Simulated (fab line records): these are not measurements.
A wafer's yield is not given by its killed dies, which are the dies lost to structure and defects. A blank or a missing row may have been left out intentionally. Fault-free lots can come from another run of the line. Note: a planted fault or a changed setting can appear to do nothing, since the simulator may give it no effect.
fab line records | flow n5-finfet | part 1 of 2: steps 1 to 22 of 27
record lots=5 | wafers=15 | last-day=19
route steps=1938 shown BEOL_M8@1352
lots untouched by any fault: they come from a run of this same line in which no faults occurred
start-h: hours from the record's opening day to when the first of the lot's shown wafers began | wait-h: how many hours have passed since the lot's step before this one | " the same as in the row above | L1.1+2: several wafers, shown together as one row | - value missing, or start not given | * or withheld: withheld | < > ~ a bound
route shown NAME@n: a module of which the file shows steps, and the number in the route of the first | usual: mean/standard deviation taken from wafers without a fault | same: alike in all rows | chamber/n: place in a boat | sites: readings site by site | _std_site: their standard deviation | _edge_site: inner sites' mean taken away from outer sites' mean | radius-mm: for every site, how far away it sits from the centre of the wafer | mask NAME#n: copy n | behind: the most recent tool/chamber to have shaped the wafer | hold: what put the lot on hold/how long, in hours/how the hold closed | device: the n, p or np transistor that did not switch | end of line: tests run on the same wafers once the route is complete | a step with no rows: only its recipe | killed: count of dies lost to structure and defects at first sort (not the wafer's yield) | map: a wafer's dies, x killed, . not, _ none there
set.NAME: setting as actually run; set.NAME@STEP: the setting as run at that earlier step | model.NAME: the simulator's own value behind a step, which no gauge read
lots seen at some steps along the route; tables by step, rows by wafer
services: a tool's chamber out of use, with start hour (start-h, from the record's first day; less than 0 if before it), hours out, and reason
## steps
# step N5_BEOL_M8_STRIP_67
# recipe chemistry=CF4 | resist=SiARC | power-w=300 | bias-power-w=75 | pressure-mtorr=50 | cf4-flow-sccm=150 | rf-frequency-hz=6e+07
# usual drypump-motor-current-A=5.5/0.44 | oes-product-au=0.78/0.067 | rf-vpp-V=271.2/1.7 | showerhead-plenum-p-Torr=1.80/0.058 | throttle-valve-pct=13.60/0.22
lot.wafer | tool        | chamber | start-h | wait-h | drypump-motor-current-A | oes-product-au | rf-hours-counter-h | rf-vpp-V | showerhead-plenum-p-Torr | throttle-valve-pct
L076.3    | rie-diel-01 | 1       | 224.38  | 0.0    | 5.8                     | 0.79           | 111                | 271.6    | 1.74                     | 13.43
L076.4    | "           | 0       | "       | "      | 6.2                     | 0.75           | 142                | 270.9    | 1.74                     | 13.81
L076.5    | "           | 3       | "       | "      | 5.4                     | 0.74           | -                  | 269.8    | 1.74                     | 13.79
L077.1    | rie-diel-04 | 2       | 228.68  | 0.0    | 4.7                     | 0.87           | 36                 | 272.8    | 1.82                     | 13.55
L077.2    | "           | 0       | "       | "      | 5.6                     | 0.95           | 5                  | 273.0    | 1.89                     | 13.13
L077.6    | "           | 2       | "       | "      | 4.7                     | 0.88           | -                  | 274.6    | 1.82                     | 13.55
L080.3    | rie-diel-04 | 2       | 247.81  | 0.0    | 4.8                     | 0.86           | 44                 | 272.5    | 1.82                     | 13.55
L080.4    | "           | 0       | "       | "      | 5.5                     | 0.93           | -                  | 272.9    | 1.89                     | 13.13
L080.5    | "           | 2       | "       | "      | 4.8                     | 0.86           | -                  | 270.5    | 1.82                     | 13.58
L092.2    | rie-diel-01 | 1       | 331.34  | 0.0    | 5.7                     | 0.75           | 148                | 268.6    | 1.73                     | 13.51
L092.5    | "           | 0       | "       | "      | 6.2                     | 0.71           | -                  | 271.0    | 1.73                     | 13.91
L092.6    | "           | 3       | "       | "      | 5.4                     | 0.71           | -                  | 269.0    | 1.73                     | 13.89
L095.1    | rie-diel-01 | 3       | 348.19  | 0.0    | 5.5                     | 0.72           | 188                | 269.5    | 1.73                     | 13.91
L095.2    | "           | 0       | "       | "      | 6.2                     | 0.71           | 184                | 269.5    | 1.73                     | 13.88
L095.3    | "           | 2       | "       | "      | 5.6                     | 0.74           | 147                | 271.6    | 1.79                     | 13.53
# step N5_BEOL_M8_HM_OPEN_17
# recipe chemistry=Cl2/BCl3 | target-depth-a=200 | overetch-a=60 | target=TiN | mask-material=SOC | ion-energy-ev=150 | pressure-mtorr=10 | icp-w=1000 | bias-w=126 | Cl2_flow_sccm=53.25 | bcl3-flow-sccm=21.75 | Ar_flow_sccm=25
# usual drypump-motor-current-A=5.5/0.63 | oes-product-au=0.64/0.049 | throttle-valve-pct=22.24/0.12
lot.wafer | tool         | chamber | start-h | wait-h | drypump-motor-current-A | oes-product-au | rf-hours-counter-h | throttle-valve-pct
L076.3    | rie-metal-01 | 0       | 224.45  | 0.1    | 6.3                     | 0.59           | -                  | 22.34
L076.4    | "            | 1       | "       | "      | 4.9                     | 0.68           | -                  | 22.17
L076.5    | "            | 1       | "       | "      | 4.8                     | 0.68           | -                  | 22.19
L077.1    | rie-metal-01 | 0       | 228.72  | 0.0    | 6.3                     | 0.61           | 72                 | 22.32
L077.2    | "            | 1       | "       | "      | 4.8                     | 0.68           | 36                 | 22.18
L077.6    | "            | 0       | "       | "      | 6.3                     | 0.59           | -                  | 22.34
L080.3    | rie-metal-01 | 0       | 247.91  | 0.1    | 6.3                     | 0.58           | -                  | 22.37
L080.4    | "            | 0       | "       | "      | 6.3                     | 0.59           | -                  | 22.33
L080.5    | "            | 0       | "       | "      | 6.3                     | 0.59           | -                  | 22.33
L092.2    | rie-metal-03 | 1       | 331.38  | 0.0    | 4.9                     | 0.62           | 58                 | 22.37
L092.5    | "            | 1       | "       | "      | 4.9                     | 0.63           | -                  | 22.38
L092.6    | "            | 0       | "       | "      | 5.5                     | 0.66           | -                  | 22.09
L095.1    | rie-metal-02 | 1       | 348.23  | 0.0    | 4.7                     | 0.61           | 58                 | 22.22
L095.2    | "            | 0       | "       | "      | 5.8                     | 0.74           | 9                  | 22.02
L095.3    | "            | 1       | "       | "      | 4.7                     | 0.61           | -                  | 22.23
# step N5_BEOL_M8_STRIP_19
# recipe chemistry=O2 | power-w=400 | temp-c=40 | pressure-mtorr=30 | rf-frequency-hz=6e+07 | bias-power-w=0 | overash-fraction=0.2 | o2-flow-sccm=225
# usual drypump-motor-current-A=5.6/0.44 | oes-product-au=0.77/0.065 | rf-vpp-V=3.6/0.64 | showerhead-plenum-p-Torr=2.10/0.075 | throttle-valve-pct=16.68/0.17
lot.wafer | tool        | chamber | start-h | wait-h | drypump-motor-current-A | oes-product-au | rf-hours-counter-h | rf-vpp-V | showerhead-plenum-p-Torr | throttle-valve-pct
L076.3    | rie-diel-04 | 2       | 224.55  | 0.1    | 4.8                     | 0.89           | 34                 | 3.2      | 2.12                     | 16.62
L076.4    | "           | 0       | "       | "      | 5.5                     | 0.98           | -                  | 2.9      | 2.25                     | 16.40
L076.5    | "           | 2       | "       | "      | 4.8                     | 0.88           | -                  | 5.3      | 2.12                     | 16.64
L077.1    | rie-diel-02 | 3       | 228.83  | 0.1    | 4.9                     | 0.82           | 63                 | 4.0      | 2.16                     | 16.86
L077.2    | "           | 1       | "       | "      | 5.2                     | 0.73           | 142                | 3.1      | 2.09                     | 16.59
L077.6    | "           | 3       | "       | "      | 4.9                     | 0.83           | -                  | 3.8      | 2.16                     | 16.85
L080.3    | rie-diel-04 | 2       | 248.09  | 0.1    | 4.7                     | 0.86           | 44                 | 2.9      | 2.12                     | 16.64
L080.4    | "           | 3       | "       | "      | 5.6                     | 0.69           | -                  | 4.6      | 2.16                     | 16.76
L080.5    | "           | 0       | "       | "      | 5.6                     | 0.93           | -                  | 3.9      | 2.25                     | 16.41
L092.2    | rie-diel-04 | 1       | 331.55  | 0.1    | 5.8                     | 0.75           | 168                | 3.3      | 2.12                     | 16.79
L092.5    | "           | 0       | "       | "      | 5.5                     | 0.88           | -                  | 3.6      | 2.24                     | 16.46
L092.6    | "           | 1       | "       | "      | 5.8                     | 0.76           | -                  | 4.1      | 2.12                     | 16.79
L095.1    | rie-diel-01 | 0       | 348.36  | 0.1    | 6.2                     | 0.72           | 184                | 4.0      | 2.02                     | 16.99
L095.2    | "           | 1       | "       | "      | 5.8                     | 0.75           | 154                | 2.8      | 2.01                     | 16.58
L095.3    | "           | 3       | "       | "      | 5.4                     | 0.70           | 188                | 4.4      | 2.00                     | 16.98
# step N5_BEOL_M8_CD_MEAS_18
# recipe pitch-nm=80 | target-cd-nm=40
# usual cd-nm=39.5/0.81
lot.wafer | tool      | chamber | start-h | wait-h | cd-nm
L076.3    | cd-sem-03 | -       | 224.63  | 0.1    | 40.0
L076.4    | "         | -       | "       | "      | 39.1
L076.5    | "         | -       | "       | "      | 40.0
L077.1    | cd-sem-02 | -       | 228.90  | 0.0    | 39.5
L077.2    | "         | -       | "       | "      | 38.9
L077.6    | "         | -       | "       | "      | 38.7
L080.3    | cd-sem-03 | -       | 248.17  | 0.1    | 40.0
L080.4    | "         | -       | "       | "      | 39.6
L080.5    | "         | -       | "       | "      | 40.2
L092.2    | cd-sem-02 | -       | 331.62  | 0.1    | 38.6
L092.5    | "         | -       | "       | "      | 39.4
L092.6    | "         | -       | "       | "      | 39.7
L095.1    | cd-sem-03 | -       | 348.43  | 0.0    | 39.3
L095.2    | "         | -       | "       | "      | 39.4
L095.3    | "         | -       | "       | "      | 40.7
# step N5_BEOL_M8_COAT_63
# recipe resist=SOC | temp-c=250 | time-s=60 | spin-rpm=1500 | resist-thk-nm=60
# usual dispense-pressure-kPa=54/3.9
lot.wafer | tool           | chamber | start-h | wait-h | dispense-pressure-kPa
L076.3    | litho-track-01 | 0       | 226.28  | 1.6    | 57
L076.4    | "              | 0       | "       | "      | 57
L076.5    | "              | 0       | "       | "      | 57
L077.1    | litho-track-04 | 0       | 229.73  | 0.8    | 57
L077.2    | "              | 0       | "       | "      | 57
L077.6    | "              | 0       | "       | "      | 57
L080.3    | litho-track-02 | 0       | 249.31  | 1.1    | 48
L080.4    | "              | 0       | "       | "      | 48
L080.5    | "              | 0       | "       | "      | 48
L092.2    | litho-track-04 | 0       | 331.67  | 0.0    | 57
L092.5    | "              | 0       | "       | "      | 57
L092.6    | "              | 0       | "       | "      | 57
L095.1    | litho-track-04 | 0       | 349.70  | 1.3    | 57
L095.2    | "              | 0       | "       | "      | 57
L095.3    | "              | 0       | "       | "      | 57
# step N5_BEOL_M8_COAT_64
# recipe resist=SiARC | temp-c=220 | time-s=60 | spin-rpm=1500 | resist-thk-nm=12
# usual dispense-pressure-kPa=54/3.9
lot.wafer | tool           | chamber | start-h | wait-h | dispense-pressure-kPa
L076.3    | litho-track-01 | 0       | -       | -      | 57
L076.4    | "              | 0       | "       | "      | 57
L076.5    | "              | 0       | "       | "      | 57
L077.1    | litho-track-04 | 0       | -       | -      | 57
L077.2    | "              | 0       | "       | "      | 57
L077.6    | "              | 0       | "       | "      | 57
L080.3    | litho-track-02 | 0       | -       | -      | 48
L080.4    | "              | 0       | "       | "      | 48
L080.5    | "              | 0       | "       | "      | 48
L092.2    | litho-track-04 | 0       | -       | -      | 57
L092.5    | "              | 0       | "       | "      | 57
L092.6    | "              | 0       | "       | "      | 57
L095.1    | litho-track-04 | 0       | -       | -      | 57
L095.2    | "              | 0       | "       | "      | 57
L095.3    | "              | 0       | "       | "      | 57
# step N5_BEOL_M8_COAT_71
# recipe resist=underlayer | temp-c=205 | time-s=60 | spin-rpm=1500 | resist-thk-nm=5
# usual dispense-pressure-kPa=54/3.9
lot.wafer | tool           | chamber | start-h | wait-h | dispense-pressure-kPa
L076.3    | litho-track-01 | 0       | -       | -      | 57
L076.4    | "              | 0       | "       | "      | 57
L076.5    | "              | 0       | "       | "      | 57
L077.1    | litho-track-04 | 0       | -       | -      | 57
L077.2    | "              | 0       | "       | "      | 57
L077.6    | "              | 0       | "       | "      | 57
L080.3    | litho-track-02 | 0       | -       | -      | 48
L080.4    | "              | 0       | "       | "      | 48
L080.5    | "              | 0       | "       | "      | 48
L092.2    | litho-track-04 | 0       | -       | -      | 57
L092.5    | "              | 0       | "       | "      | 57
L092.6    | "              | 0       | "       | "      | 57
L095.1    | litho-track-04 | 0       | -       | -      | 57
L095.2    | "              | 0       | "       | "      | 57
L095.3    | "              | 0       | "       | "      | 57
# step N5_BEOL_M8_COAT_22
# recipe resist=CAR-EUV | spin-rpm=1500 | resist-thk-nm=30
# usual dispense-pressure-kPa=54/3.9
lot.wafer | tool           | chamber | start-h | wait-h | dispense-pressure-kPa
L076.3    | litho-track-01 | 0       | -       | -      | 57
L076.4    | "              | 0       | "       | "      | 57
L076.5    | "              | 0       | "       | "      | 57
L077.1    | litho-track-04 | 0       | -       | -      | 57
L077.2    | "              | 0       | "       | "      | 57
L077.6    | "              | 0       | "       | "      | 57
L080.3    | litho-track-02 | 0       | -       | -      | 48
L080.4    | "              | 0       | "       | "      | 48
L080.5    | "              | 0       | "       | "      | 48
L092.2    | litho-track-04 | 0       | -       | -      | 57
L092.5    | "              | 0       | "       | "      | 57
L092.6    | "              | 0       | "       | "      | 57
L095.1    | litho-track-04 | 0       | -       | -      | 57
L095.2    | "              | 0       | "       | "      | 57
L095.3    | "              | 0       | "       | "      | 57
# step N5_BEOL_M8_EBR_24
# recipe solvent=PGMEA | ebr-width-mm=1.5
lot.wafer  | tool           | chamber | start-h | wait-h
L076.3+4+5 | litho-track-01 | 0       | -       | -
L077.1+2+6 | litho-track-04 | 0       | -       | -
L080.3+4+5 | litho-track-02 | 0       | -       | -
L092.2+5+6 | litho-track-04 | 0       | -       | -
L095.1+2+3 | litho-track-04 | 0       | -       | -
# step N5_BEOL_M8_SOFTBAKE_23
# recipe temp-c=110 | time-s=60 | resist=CAR-EUV
lot.wafer  | tool           | chamber | start-h | wait-h
L076.3+4+5 | litho-track-01 | 0       | -       | -
L077.1+2+6 | litho-track-04 | 0       | -       | -
L080.3+4+5 | litho-track-02 | 0       | -       | -
L092.2+5+6 | litho-track-04 | 0       | -       | -
L095.1+2+3 | litho-track-04 | 0       | -       | -
# step N5_BEOL_M8_EXPOSE_25
# recipe mask-id=V7 | na=0.33 | source-shape=annular | sigma-inner=0.4 | sigma-outer=0.8 | polarization=unpolarized | target-cd-nm=40 | dose-mj=42.5
lot.wafer  | tool           | chamber | start-h | wait-h | mask
L076.3+4+5 | euv-scanner-02 | 0       | 226.43  | -      | V7#0
L077.1+2+6 | euv-scanner-02 | 0       | 229.90  | -      | V7#0
L080.3+4+5 | euv-scanner-01 | 0       | 249.59  | -      | V7#0
L092.2+5+6 | euv-scanner-02 | 0       | 331.94  | -      | V7#0
L095.1+2+3 | euv-scanner-01 | 0       | 349.84  | -      | V7#0
# step N5_BEOL_M8_PEB_26
# recipe peb-temp-c=100 | peb-time-s=60 | resist=CAR-EUV
lot.wafer  | tool           | chamber | start-h | wait-h
L076.3+4+5 | litho-track-01 | 0       | 226.49  | 0.0
L077.1+2+6 | litho-track-02 | 0       | 229.97  | 0.1
L080.3+4+5 | litho-track-02 | 0       | 249.64  | 0.0
L092.2+5+6 | litho-track-04 | 0       | 332.00  | 0.1
L095.1+2+3 | litho-track-02 | 0       | 349.90  | 0.1
# step N5_BEOL_M8_DEVELOP_27
# recipe develop-time-s=30 | developer=TMAH | resist=CAR-EUV | rinse-liquid=surfactant-rinse | dry=air-spin | dev-temp-c=23
lot.wafer  | tool           | chamber | start-h | wait-h
L076.3+4+5 | litho-track-01 | 0       | -       | -
L077.1+2+6 | litho-track-02 | 0       | -       | -
L080.3+4+5 | litho-track-02 | 0       | -       | -
L092.2+5+6 | litho-track-04 | 0       | -       | -
L095.1+2+3 | litho-track-02 | 0       | -       | -
# step N5_BEOL_M8_CD_MEAS_28
# recipe target-cd-nm=40 | landing-energy-ev=500 | detector=se-inlens
# usual cd-nm=40.00/0.28
lot.wafer | tool      | chamber | start-h | wait-h | cd-nm
L076.3    | cd-sem-01 | 0       | 226.55  | -      | 39.85
L076.4    | "         | 0       | "       | "      | 40.14
L076.5    | "         | 0       | "       | "      | 40.00
L077.1    | cd-sem-02 | 0       | 230.04  | -      | 39.85
L077.2    | "         | 0       | "       | "      | 40.01
L077.6    | "         | 0       | "       | "      | 40.35
L080.3    | cd-sem-03 | 0       | 249.71  | -      | 40.36
L080.4    | "         | 0       | "       | "      | 39.97
L080.5    | "         | 0       | "       | "      | 39.77
L092.2    | cd-sem-03 | 0       | 332.07  | -      | 39.84
L092.5    | "         | 0       | "       | "      | 40.18
L092.6    | "         | 0       | "       | "      | 39.91
L095.1    | cd-sem-02 | 0       | 349.97  | -      | 39.72
L095.2    | "         | 0       | "       | "      | 39.90
L095.3    | "         | 0       | "       | "      | 39.95
# step N5_BEOL_M8_OVL_MEAS_29
# recipe points-per-wafer=522
# usual V7_OVL=-0.2/0.62
lot.wafer | tool       | chamber | start-h | wait-h | V7_OVL[nm]
L076.3    | overlay-02 | 0       | 226.59  | 0.0    | -1.2
L076.4    | "          | 0       | "       | "      | 0.2
L076.5    | "          | 0       | "       | "      | -0.8
L077.1    | overlay-01 | 0       | 230.07  | 0.0    | 0.5
L077.2    | "          | 0       | "       | "      | -0.6
L077.6    | "          | 0       | "       | "      | 0.3
L080.3    | overlay-02 | 0       | 249.75  | 0.0    | 0.0
L080.4    | "          | 0       | "       | "      | 0.1
L080.5    | "          | 0       | "       | "      | -0.9
L092.2    | overlay-01 | 0       | 332.10  | 0.0    | 0.5
L092.5    | "          | 0       | "       | "      | -0.6
L092.6    | "          | 0       | "       | "      | 0.3
L095.1    | overlay-02 | 0       | 350.00  | 0.0    | 0.6
L095.2    | "          | 0       | "       | "      | 0.5
L095.3    | "          | 0       | "       | "      | -0.2
# step N5_BEOL_M8_INSPECT_30
# recipe mode=adi | inspect-instrument=brightfield
# usual raw-defect-count=421/98
lot.wafer | tool              | chamber | start-h | wait-h | raw-defect-count
L076.3    | defect-inspect-01 | -       | 226.64  | 0.0    | 391
L076.4    | "                 | -       | "       | "      | 362
L076.5    | "                 | -       | "       | "      | 293
L077.1    | defect-inspect-02 | -       | 230.13  | 0.1    | 362
L077.2    | "                 | -       | "       | "      | 503
L077.6    | "                 | -       | "       | "      | 387
L080.3    | defect-inspect-02 | -       | 249.80  | 0.0    | 304
L080.4    | "                 | -       | "       | "      | 273
L080.5    | "                 | -       | "       | "      | 453
L092.2    | defect-inspect-01 | -       | 332.15  | 0.0    | 376
L092.5    | "                 | -       | "       | "      | 442
L092.6    | "                 | -       | "       | "      | 439
L095.1    | defect-inspect-02 | -       | 350.06  | 0.1    | 345
L095.2    | "                 | -       | "       | "      | 286
L095.3    | "                 | -       | "       | "      | 291
# step N5_BEOL_M8_DESCUM_33
# recipe chemistry=O2 | time-s=7 | source-power-w=50 | bias-power-w=20 | pressure-mtorr=20 | rf-frequency-hz=2.712e+07 | temp-c=40 | resist=CAR-EUV | o2-flow-sccm=225
# usual drypump-motor-current-A=5.5/0.45 | oes-product-au=0.79/0.074 | rf-vpp-V=243.4/1.5 | showerhead-plenum-p-Torr=2.11/0.077 | throttle-valve-pct=20.42/0.17
lot.wafer | tool        | chamber | start-h | wait-h | drypump-motor-current-A | oes-product-au | rf-hours-counter-h | rf-vpp-V | showerhead-plenum-p-Torr | throttle-valve-pct
L076.3    | rie-diel-04 | 3       | 226.67  | 0.0    | 5.7                     | 0.70           | 215                | 244.4    | 2.16                     | 20.42
L076.4    | "           | 2       | "       | "      | 4.7                     | 0.87           | -                  | 243.9    | 2.12                     | 20.43
L076.5    | "           | 3       | "       | "      | 5.6                     | 0.70           | -                  | 245.3    | 2.16                     | 20.42
L077.1    | rie-diel-01 | 1       | 230.58  | 0.5    | 5.7                     | 0.77           | 114                | 242.3    | 2.02                     | 20.21
L077.2    | "           | 0       | "       | "      | 6.2                     | 0.74           | 144                | 240.3    | 2.03                     | 20.67
L077.6    | "           | 0       | "       | "      | 6.2                     | 0.74           | -                  | 243.2    | 2.03                     | 20.69
L080.3    | rie-diel-01 | 2       | 250.11  | 0.3    | 5.6                     | 0.79           | 114                | 242.7    | 2.11                     | 20.34
L080.4    | "           | 0       | "       | "      | 6.3                     | 0.74           | 150                | 241.7    | 2.02                     | 20.69
L080.5    | "           | 1       | "       | "      | 5.8                     | 0.78           | -                  | 240.0    | 2.02                     | 20.21
L092.2    | rie-diel-01 | 2       | 332.31  | 0.2    | 5.6                     | 0.76           | 142                | 242.8    | 2.10                     | 20.37
L092.5    | "           | 1       | "       | "      | 5.7                     | 0.76           | -                  | 242.3    | 2.01                     | 20.26
L092.6    | "           | 0       | "       | "      | 6.2                     | 0.72           | -                  | 241.5    | 2.01                     | 20.73
L095.1    | rie-diel-04 | 3       | 350.19  | 0.1    | 5.6                     | 0.95           | 6                  | 244.6    | 2.15                     | 20.20
L095.2    | "           | 0       | "       | "      | 5.6                     | 0.88           | 53                 | 245.7    | 2.23                     | 20.27
L095.3    | "           | 1       | "       | "      | 5.8                     | 0.76           | 173                | 242.7    | 2.11                     | 20.61
# step N5_BEOL_M8_ETCH_72
# recipe chemistry=N2/H2 | target=underlayer | target-depth-a=65 | mask-material=CAR-EUV | time-s=5.2 | ion-energy-ev=200 | pressure-mtorr=30 | source-w=840 | bias-w=150 | n2-flow-sccm=200 | h2-flow-sccm=200 | ends=cleared
# usual drypump-motor-current-A=5.5/0.45 | etch-rf-on-time-s=5.15/0.21 | oes-product-au=0.68/0.068 | rf-vpp-V=524.5/2.8 | showerhead-plenum-p-Torr=2.57/0.1 | throttle-valve-pct=17.92/0.19
lot.wafer | tool        | chamber | start-h | wait-h | drypump-motor-current-A | etch-rf-on-time-s | oes-product-au | rf-hours-counter-h | rf-vpp-V | showerhead-plenum-p-Torr | throttle-valve-pct
L076.3    | rie-diel-04 | 3       | 226.71  | 0.0    | 5.6                     | 5.21              | 0.61           | 215                | 524.8    | 2.62                     | 17.96
L076.4    | "           | 2       | "       | "      | 4.7                     | 5.17              | 0.75           | -                  | 525.1    | 2.62                     | 18.12
L076.5    | "           | 3       | "       | "      | 5.6                     | 5.20              | 0.60           | -                  | 527.3    | 2.62                     | 17.93
L077.1    | rie-diel-01 | 1       | 230.62  | 0.0    | 5.8                     | 5.22              | 0.67           | 114                | 521.8    | 2.43                     | 17.46
L077.2    | "           | 0       | "       | "      | 6.3                     | 5.08              | 0.64           | 144                | 521.9    | 2.42                     | 17.85
L077.6    | "           | 0       | "       | "      | 6.3                     | 4.99              | 0.65           | -                  | 521.4    | 2.42                     | 17.85
L080.3    | rie-diel-01 | 2       | 250.14  | 0.0    | 5.6                     | 5.17              | 0.66           | 114                | 524.0    | 2.56                     | 17.73
L080.4    | "           | 0       | "       | "      | 6.3                     | 5.11              | 0.62           | 150                | 522.7    | 2.41                     | 17.85
L080.5    | "           | 1       | "       | "      | 5.8                     | 5.31              | 0.66           | -                  | 522.3    | 2.43                     | 17.48
L092.2    | rie-diel-01 | 2       | 332.35  | 0.0    | 5.6                     | 5.18              | 0.63           | 142                | 526.1    | 2.55                     | 17.75
L092.5    | "           | 1       | "       | "      | 5.7                     | 5.26              | 0.64           | -                  | 521.0    | 2.41                     | 17.55
L092.6    | "           | 0       | "       | "      | 6.2                     | 5.11              | 0.61           | -                  | 520.5    | 2.40                     | 17.94
L095.1    | rie-diel-04 | 3       | 350.23  | 0.0    | 5.7                     | 4.99              | 0.82           | 6                  | 522.9    | 2.60                     | 17.68
L095.2    | "           | 0       | "       | "      | 5.5                     | 4.79              | 0.76           | 53                 | 527.6    | 2.71                     | 17.78
L095.3    | "           | 1       | "       | "      | 5.8                     | 5.24              | 0.62           | 173                | 525.5    | 2.53                     | 17.84
# step N5_BEOL_M8_ETCH_65
# recipe chemistry=CF4 | target=SiARC | target-depth-a=156 | mask-material=CAR-EUV | time-s=26 | ion-energy-ev=80 | pressure-mtorr=40 | source-w=545 | bias-w=36 | Ar_flow_sccm=100 | cf4-flow-sccm=100 | ends=cleared
# usual drypump-motor-current-A=5.5/0.45 | etch-rf-on-time-s=25.7/0.93 | oes-product-au=0.68/0.069 | rf-vpp-V=184.2/1.2 | showerhead-plenum-p-Torr=2.16/0.07 | throttle-valve-pct=15.59/0.19
lot.wafer | tool        | chamber | start-h | wait-h | drypump-motor-current-A | etch-rf-on-time-s | oes-product-au | rf-hours-counter-h | rf-vpp-V | showerhead-plenum-p-Torr | throttle-valve-pct
L076.3    | rie-diel-04 | 3       | 226.73  | 0.0    | 5.7                     | 26.1              | 0.60           | 215                | 183.7    | 2.21                     | 15.73
L076.4    | "           | 2       | "       | "      | 4.7                     | 25.0              | 0.76           | -                  | 185.0    | 2.18                     | 15.64
L076.5    | "           | 3       | "       | "      | 5.7                     | 26.0              | 0.60           | -                  | 185.3    | 2.21                     | 15.76
L077.1    | rie-diel-01 | 1       | 230.63  | 0.0    | 5.7                     | 26.7              | 0.66           | 114                | 182.8    | 2.08                     | 15.49
L077.2    | "           | 0       | "       | "      | 6.2                     | 25.1              | 0.65           | 144                | 183.1    | 2.06                     | 15.77
L077.6    | "           | 0       | "       | "      | 6.2                     | 25.1              | 0.65           | -                  | 182.7    | 2.06                     | 15.77
L080.3    | rie-diel-01 | 2       | 250.16  | 0.0    | 5.6                     | 26.0              | 0.66           | 114                | 183.4    | 2.13                     | 15.44
L080.4    | "           | 0       | "       | "      | 6.2                     | 25.2              | 0.64           | 150                | 181.9    | 2.06                     | 15.79
L080.5    | "           | 1       | "       | "      | 5.8                     | 27.0              | 0.65           | -                  | 183.8    | 2.08                     | 15.49
L092.2    | rie-diel-01 | 2       | 332.37  | 0.0    | 5.6                     | 25.8              | 0.65           | 142                | 182.8    | 2.12                     | 15.50
L092.5    | "           | 1       | "       | "      | 5.7                     | 26.5              | 0.64           | -                  | 184.1    | 2.07                     | 15.54
L092.6    | "           | 0       | "       | "      | 6.2                     | 25.1              | 0.62           | -                  | 183.1    | 2.05                     | 15.86
L095.1    | rie-diel-04 | 3       | 350.24  | 0.0    | 5.6                     | 25.0              | 0.83           | 6                  | 184.6    | 2.20                     | 15.36
L095.2    | "           | 0       | "       | "      | 5.5                     | 24.3              | 0.76           | 53                 | 184.2    | 2.25                     | 15.25
L095.3    | "           | 1       | "       | "      | 5.8                     | 26.8              | 0.63           | 173                | 184.0    | 2.15                     | 15.65
# step N5_BEOL_M8_ETCH_66
# recipe chemistry=N2/H2 | target=SOC | target-depth-a=800 | overetch-a=160 | mask-material=SiARC | temp-c=40 | time-s=120 | ion-energy-ev=200 | pressure-mtorr=30 | source-w=840 | bias-w=150 | n2-flow-sccm=200 | h2-flow-sccm=200
# usual drypump-motor-current-A=5.5/0.45 | oes-product-au=0.60/0.052 | rf-vpp-V=524.4/2.6 | showerhead-plenum-p-Torr=2.57/0.1 | throttle-valve-pct=17.87/0.19
lot.wafer | tool        | chamber | start-h | wait-h | drypump-motor-current-A | oes-product-au | rf-hours-counter-h | rf-vpp-V | showerhead-plenum-p-Torr | throttle-valve-pct
L076.3    | rie-diel-04 | 3       | 226.75  | 0.0    | 5.7                     | 0.55           | 215                | 526.4    | 2.62                     | 17.91
L076.4    | "           | 2       | "       | "      | 4.8                     | 0.68           | -                  | 524.4    | 2.62                     | 18.09
L076.5    | "           | 3       | "       | "      | 5.7                     | 0.55           | -                  | 527.2    | 2.62                     | 17.92
L077.1    | rie-diel-01 | 1       | 230.66  | 0.0    | 5.8                     | 0.61           | 114                | 522.4    | 2.43                     | 17.44
L077.2    | "           | 0       | "       | "      | 6.2                     | 0.57           | 144                | 520.7    | 2.42                     | 17.81
L077.6    | "           | 0       | "       | "      | 6.3                     | 0.57           | -                  | 521.5    | 2.42                     | 17.81
L080.3    | rie-diel-01 | 2       | 250.19  | 0.0    | 5.6                     | 0.59           | 114                | 523.4    | 2.56                     | 17.67
L080.4    | "           | 0       | "       | "      | 6.3                     | 0.57           | 150                | 520.6    | 2.41                     | 17.81
L080.5    | "           | 1       | "       | "      | 5.8                     | 0.60           | -                  | 520.9    | 2.43                     | 17.46
L092.2    | rie-diel-01 | 2       | 332.39  | 0.0    | 5.6                     | 0.58           | 142                | 523.7    | 2.55                     | 17.74
L092.5    | "           | 1       | "       | "      | 5.8                     | 0.57           | -                  | 521.4    | 2.41                     | 17.50
L092.6    | "           | 0       | "       | "      | 6.2                     | 0.55           | -                  | 521.3    | 2.40                     | 17.89
L095.1    | rie-diel-04 | 3       | 350.27  | 0.0    | 5.7                     | 0.73           | 6                  | 525.8    | 2.60                     | 17.64
L095.2    | "           | 0       | "       | "      | 5.5                     | 0.64           | 53                 | 527.1    | 2.71                     | 17.73
L095.3    | "           | 1       | "       | "      | 5.8                     | 0.57           | 173                | 523.2    | 2.54                     | 17.80
# step N5_BEOL_M8_STRIP_69
# recipe chemistry=N2/H2 | temp-c=40 | n2-flow-sccm=200 | h2-flow-sccm=200 | rf-frequency-hz=6e+07
lot.wafer  | tool        | chamber | start-h | wait-h
L076.3+4+5 | rie-diel-04 | 3,2,3   | 226.83  | 0.0
L077.1+2+6 | rie-diel-01 | 1,0,0   | 230.74  | 0.0
L080.3+4+5 | rie-diel-01 | 2,0,1   | 250.27  | 0.0
L092.2+5+6 | rie-diel-01 | 2,1,0   | 332.47  | 0.0
L095.1+2+3 | rie-diel-04 | 3,0,1   | 350.35  | 0.0
# step N5_BEOL_M8_STRIP_73
# recipe chemistry=N2/H2 | temp-c=40 | n2-flow-sccm=200 | h2-flow-sccm=200 | rf-frequency-hz=6e+07
lot.wafer  | tool        | chamber | start-h | wait-h
L076.3+4+5 | rie-diel-04 | 3,2,3   | 226.84  | 0.0
L077.1+2+6 | rie-diel-01 | 1,0,0   | 230.75  | 0.0
L080.3+4+5 | rie-diel-01 | 2,0,1   | 250.28  | 0.0
L092.2+5+6 | rie-diel-01 | 2,1,0   | 332.48  | 0.0
L095.1+2+3 | rie-diel-04 | 3,0,1   | 350.36  | 0.0
